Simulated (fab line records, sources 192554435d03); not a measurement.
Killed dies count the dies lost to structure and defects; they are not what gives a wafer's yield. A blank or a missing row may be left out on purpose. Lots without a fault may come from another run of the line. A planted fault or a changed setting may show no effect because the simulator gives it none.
Split-lot study ; flow n5Finfet ; route with 1938 steps; 7 lots, 39 wafers read

## THE SPLIT
At N5_DUMMY_GATE_ETCH_31 (etches SiO2 in C4F6/O2, target depth 82.5 nm, time 27.5 s), the setting targetDepthA was moved away from the recipe's 825 angstrom on 15 of the 39 wafers read, by -12.7% to +9.8%. The other wafers ran this setting at the recipe's value.

The reading is taken at the split's own step.

## THE READING
SOC_of_DUMMY_GATE_COAT_34.thkNm (the simulator's own value, which no gauge read), in nm, at N5_DUMMY_GATE_ETCH_31 (etches SiO2 in C4F6/O2, target depth 82.5 nm, time 27.5 s). The file does not state a usual value for it. Across the 24 wafers here that went through the recipe, the average is 51.7 nm and the standard deviation 0.26 nm.

wafer;tool, chamber at the split;targetDepthA as run, angstrom;against the recipe;SOC_of_DUMMY_GATE_COAT_34.thkNm, nm;against lot-mates on the recipe
L075.1;rieDiel-01, 3;825;recipe;51.8;-
L075.2;rieDiel-01, 0;905.6;+9.8%;50.8;-0.9
L075.3;rieDiel-01, 2;825;recipe;51.6;-
L075.4;rieDiel-01, 1;905.6;+9.8%;51;-0.7
L075.5;rieDiel-01, 1;905.6;+9.8%;51;-0.7
L075.6;rieDiel-01, 0;825;recipe;51.6;-
L076.1;rieDiel-05, 2;825;recipe;51.6;-
L076.2;rieDiel-05, 3;825;recipe;52;-
L076.3;rieDiel-05, 1;762.2;-7.6%;52.4;+0.7
L076.4;rieDiel-05, 0;762.2;-7.6%;52.4;+0.7
L076.5;rieDiel-05, 0;825;recipe;51.6;-
L076.6;rieDiel-05, 1;762.2;-7.6%;52.6;+0.9
L077.1;rieDiel-01, 0;825;recipe;51.4;-
L077.2;rieDiel-01, 1;825;recipe;51.6;-
L077.3;rieDiel-01, 3;825;recipe;51.8;-
L077.4;rieDiel-01, 2;825;recipe;51.6;-
L077.5;rieDiel-01, 3;825;recipe;51.8;-
L077.6;rieDiel-01, 2;825;recipe;51.4;-
L082.1;rieDiel-01, 3;720.6;-12.7%;52.6;+1.3
L082.2;rieDiel-01, 2;825;recipe;51.4;-
L082.3;rieDiel-01, 1;825;recipe;51.2;-
L082.4;rieDiel-01, 0;720.6;-12.7%;52.4;+1.1
L082.5;rieDiel-01, 1;825;recipe;51.2;-
L082.6;rieDiel-01, 0;720.6;-12.7%;52.6;+1.3
L083.1;rieDiel-05, 3;825;recipe;51.8;-
L083.2;rieDiel-05, 1;825;recipe;52.2;-
L083.3;rieDiel-05, 0;878.8;+6.5%;51.2;-0.8
L083.4;rieDiel-05, 2;878.8;+6.5%;51.4;-0.6
L083.5;rieDiel-05, 0;878.8;+6.5%;51.2;-0.8
L083.6;rieDiel-05, 1;825;recipe;52;-
L087.2;rieDiel-03, 0;825;recipe;51.8;-
L087.3;rieDiel-03, 3;825;recipe;51.8;-
L087.4;rieDiel-03, 1;825;recipe;51.4;-
L089.1;rieDiel-05, 3;825;recipe;52;-
L089.2;rieDiel-05, 0;788.8;-4.4%;52.2;+0.2
L089.3;rieDiel-05, 1;825;recipe;52;-
L089.4;rieDiel-05, 2;788.8;-4.4%;52.4;+0.4
L089.5;rieDiel-05, 2;825;recipe;52;-
L089.6;rieDiel-05, 1;788.8;-4.4%;52.4;+0.4

FIT RESULTS
A straight line over all 39 wafers: SOC_of_DUMMY_GATE_COAT_34.thkNm changes by -0.078 nm for each +1% of targetDepthA; r = -0.87; the points scatter about the line by 0.25 nm.
The same after taking each lot's own level away (the mean of its wafers on the recipe; 39 wafers): -0.0932 nm for each +1%; r = -0.96; scatter 0.15 nm.
According to that fit, moving targetDepthA by its largest amount changes the reading by 1.2 nm.
Across the lots, their own levels run from 51.27 to 52.00 nm, a range of 2.8 times the standard deviation given above.
So the slope is not independent of the lot-to-lot level: the two fits are not the same.
Check: +1.16 nm against its lot-mates is what the line predicts for one of the wafers moved furthest among these (-12.7%) when that wafer is left out of the fit. It came out at +1.33 nm against them.

## FURTHER SPLITS ON THESE WAFERS
Note: prior to the reading, these wafers also went through further splits. Each is held against what the fit with the lots' levels taken away leaves over:
other split on the same wafers;wafers away from the commonest value;r with SOC_of_DUMMY_GATE_COAT_34.thkNm (lot level and that fit taken away)
N5_FIN_CUT_CUT_ETCH_15 timeS;12;+0.30
N5_DUMMY_GATE_EXPOSE_12 doseMj;15;+0.12
N5_DUMMY_GATE_ETCH_37 sourceW;18;-0.10

## THE WHOLE CHAIN: every reading that the file lists as answering this split, in the file's order
step;what it does;reading;change (the file's fit);r (the file's)
N5_DUMMY_GATE_ETCH_31;etches SiO2 in C4F6/O2, target depth 82.5 nm, time 27.5 s;etch.depthNm (the simulator's own value, which no gauge read);+0.934 nm for each +1% of the setting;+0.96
N5_DUMMY_GATE_ETCH_31;etches SiO2 in C4F6/O2, target depth 82.5 nm, time 27.5 s;SOC_of_DUMMY_GATE_COAT_34.thkNm (the simulator's own value, which no gauge read);-0.0933 nm for each +1% of the setting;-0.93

## FILE'S OWN FIT
SOC_of_DUMMY_GATE_COAT_34.thkNm changes by -0.0933 nm for each +1% of targetDepthA, r = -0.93.
